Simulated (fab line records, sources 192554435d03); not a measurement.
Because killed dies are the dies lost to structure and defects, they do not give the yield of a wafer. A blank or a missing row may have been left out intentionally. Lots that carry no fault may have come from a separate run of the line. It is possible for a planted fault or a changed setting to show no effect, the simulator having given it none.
Which tool is to blame? || flow n5 finfet || 9 lots (27 wafers sampled), 1 step of a 1938-step route

WHAT THE GAUGES SHOWED, per wafer
N5_BEOL_M9_RS_MEAS_57: measures by four-point-probe.
{"lot": "L076", "measured": "day 12 09:50", "on": "film metro-02", "M9_RS (ohm/sq)": "0.153 0.150 0.149"}
{"lot": "L079", "measured": "day 12 21:57", "on": "film metro-01", "M9_RS (ohm/sq)": "0.157 0.152 0.150"}
{"lot": "L082", "measured": "day 13 09:38", "on": "film metro-01", "M9_RS (ohm/sq)": "0.149 0.148 0.148"}
{"lot": "L081", "measured": "day 14 03:31", "on": "film metro-02", "M9_RS (ohm/sq)": "0.158 0.156 0.148"}
{"lot": "L085", "measured": "day 14 11:44", "on": "film metro-01", "M9_RS (ohm/sq)": "0.162 0.149 0.146"}
{"lot": "L089", "measured": "day 15 10:14", "on": "film metro-02", "M9_RS (ohm/sq)": "0.152 0.150 0.145"}
{"lot": "L093", "measured": "day 16 04:58", "on": "film metro-02", "M9_RS (ohm/sq)": "0.154 0.151 0.154"}
{"lot": "L090", "measured": "day 16 13:23", "on": "film metro-02", "M9_RS (ohm/sq)": "0.150 0.149 0.147"}
{"lot": "L097", "measured": "day 17 18:31", "on": "film metro-01", "M9_RS (ohm/sq)": "0.152 0.147 0.152"}

EACH LOT AND THE TOOL THAT RAN IT (in order: tool; ch and the chambers of the sampled wafers; start)
No process step before these readings appears in the record.

THE ANSWER, worked out from the rows above alone
Rule: the lots themselves supply what counts as usual. Put in order of their means at a reading, lots are off if they are a third of the lots or fewer, leave a main group of 4 or more, and stand apart from it by a gap of 3 or more times the standard deviation of the main group's means; of several such gaps the widest counts. A main group whose means are all the same, to the digits that the tables above print for the reading, isn't used. Also off: a lot with no number at a reading for which 4 or more lots have one. Where the step has rows for the other lots, those lots are counted as sound.
Nothing can be told from this: no lot is off at any reading shown.

WHAT THE SIMULATOR PUT IN
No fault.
